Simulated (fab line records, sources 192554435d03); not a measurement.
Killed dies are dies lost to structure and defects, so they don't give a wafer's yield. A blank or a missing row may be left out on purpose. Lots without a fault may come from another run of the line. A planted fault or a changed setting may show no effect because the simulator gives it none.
A struck lot beside a sound one | flow n5_finfet | 22 steps out of a route of 1938
Sound: wafers L703.2, L703.3, L703.5. Struck: wafers L688.2, L688.3, L688.6. The cause comes at the end.
At each step with rows: each side's tool, then ch and its chambers, then its first start. Under that, the readings that differ: sound wafers | struck wafers | difference of the means | sigmas: that difference in standard deviations of wafers without a fault.
alike: readings whose means differ by less than 2 such deviations, and words and numbers that are the same on both sides. not compared: withheld readings, readings that some wafer has no value for, bounds like >300 that may hide the same value, and numbers for which the record gives no deviation and whose values overlap.
The two part at a step that has a row with sigmas, a row that says differs or no value, or rows on one side only. Numbers that don't overlap but have no deviation are shown without sigmas and don't part them. A reading that every wafer of one side lacks parts them only if that side has two wafers or more.

first, 10 steps without rows for these wafers: N5_FIN_SAQP_PRECLEAN_44 (cleans in SC2, time 45 s); N5_FIN_SAQP_SRD_01 (time 30 s); N5_FIN_SAQP_ALD_61 (deposits SiO2, target thk 4 nm, pulse time 1 s, purge time 2 s); N5_FIN_SAQP_DENSIFY_62 (time 60 s); N5_FIN_SAQP_HM_DEP_03 (deposits SiNx from SiH4/NH3/N2, target thk 38 nm, time 33.6 s); N5_FIN_SAQP_PECVD_47 (deposits a-Si from SiH4/He, target thk 45 nm, time 36.3 s); N5_FIN_SAQP_PECVD_48 (deposits SiNx from SiH4/NH3/N2, target thk 25 nm, time 22.1 s); N5_FIN_SAQP_PECVD_06 (deposits a-Si from SiH4/He, target thk 60 nm, time 48.1 s); N5_FIN_SAQP_HM_DEP_72 (deposits SiO2 from SiH4/N2O, target thk 12 nm, time 7.2 s); N5_FIN_SAQP_COAT_49 (time 60 s, resist thk 100 nm).
N5_FIN_SAQP_COAT_50: time 60 s, resist thk 35 nm.
  sound on litho_track-01 ch 0, day 7 10:34; struck on litho_track-01 ch 0, day 3 15:17
  reading                                     | sound                | struck               | difference | sigmas
  spin_speed_rpm (rpm)                        | 1499.2 1500.5 1498.9 | 1454.3 1454.6 1454.5 | -45.1      | -52
  model.SiARC_of_FIN_SAQP_COAT_50.thk_nm (nm) | 34.91 34.98 34.99    | 35.48 35.44 35.48    | +0.51      |
then, 7 steps without rows for these wafers: N5_FIN_SAQP_COAT_10 (resist thk 90 nm); N5_FIN_SAQP_EBR_12; N5_FIN_SAQP_SOFTBAKE_11 (time 60 s); N5_FIN_SAQP_EXPOSE_13 (exposes mask FIN CORE, target cd 35.6 nm); N5_FIN_SAQP_PEB_14 (peb time 60 s); N5_FIN_SAQP_DEVELOP_15 (develop time 30 s); N5_FIN_SAQP_DESCUM_21 (chemistry O2, time 7.9 s).
N5_FIN_SAQP_ETCH_51: etches SiARC in CF4, target depth 45.5 nm, time 75.8 s.
  sound on rie_diel-06 ch 0,3, day 7 10:56; struck on rie_diel-06 ch 1,2,3, day 3 15:40
  reading                                       | sound             | struck            | difference | sigmas
  model.etch.depth_nm (nm)                      | 34.91 34.98 34.99 | 35.48 35.44 35.48 | +0.51      |
  model.CAR-ArF_of_FIN_SAQP_COAT_10.thk_nm (nm) | 50.67 50.92 50.83 | 50.18 50.11 50.25 | -0.63      |
  alike: drypump_motor_current_A, etch_rf_on_time_s, oes_product_au, rf_vpp_V, showerhead_plenum_p_Torr, throttle_valve_pct
  not compared: rf_hours_counter_h
N5_FIN_SAQP_ETCH_52: etches SOC in N2/H2, target depth 100 nm, overetch 20 nm, time 150 s.
  sound on rie_diel-06 ch 0,3, day 7 10:59; struck on rie_diel-06 ch 1,2,3, day 3 15:43
  reading                                     | sound            | struck           | difference | sigmas
  model.SiARC_of_FIN_SAQP_COAT_50.thk_nm (nm) | 29.3 29.11 29.35 | 29.96 29.8 30.03 | +0.68      |
  alike: drypump_motor_current_A, oes_product_au, rf_vpp_V, showerhead_plenum_p_Torr, temp_c, throttle_valve_pct
  not compared: rf_hours_counter_h
then, 1 step without rows for these wafers: N5_FIN_SAQP_STRIP_53 (strips in N2/H2).
-- the record jumps here: 6 days lie between the struck wafers' starts before and after (it left off in module FIN_SAQP and takes up again in module BEOL_M4, whose first step shown is number 1111 of the route) --
N5_BEOL_M4_RC_MEAS_101:
  sound on prober-02 ch 0, day 13 14:15; struck on prober-02 ch 0, day 9 13:32
  reading       | sound          | struck         | difference | sigmas
  DIBL_N (mV/V) | 33.7 33.9 36.3 | 39.2 39.5 38.4 | +4.4       | +2
  alike: DIBL_P, IOFF_N, IOFF_P, ION_N, ION_P, SS_N, SS_P, VT_N, VT_P

WHERE THEY PART
First at N5_FIN_SAQP_COAT_50; last, within this record, at N5_BEOL_M4_RC_MEAS_101.

WHY: what the simulator had put in
Process parameter drift: litho_track-01, from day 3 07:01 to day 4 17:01, at N5_FIN_SAQP_COAT_50. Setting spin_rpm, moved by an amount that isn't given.
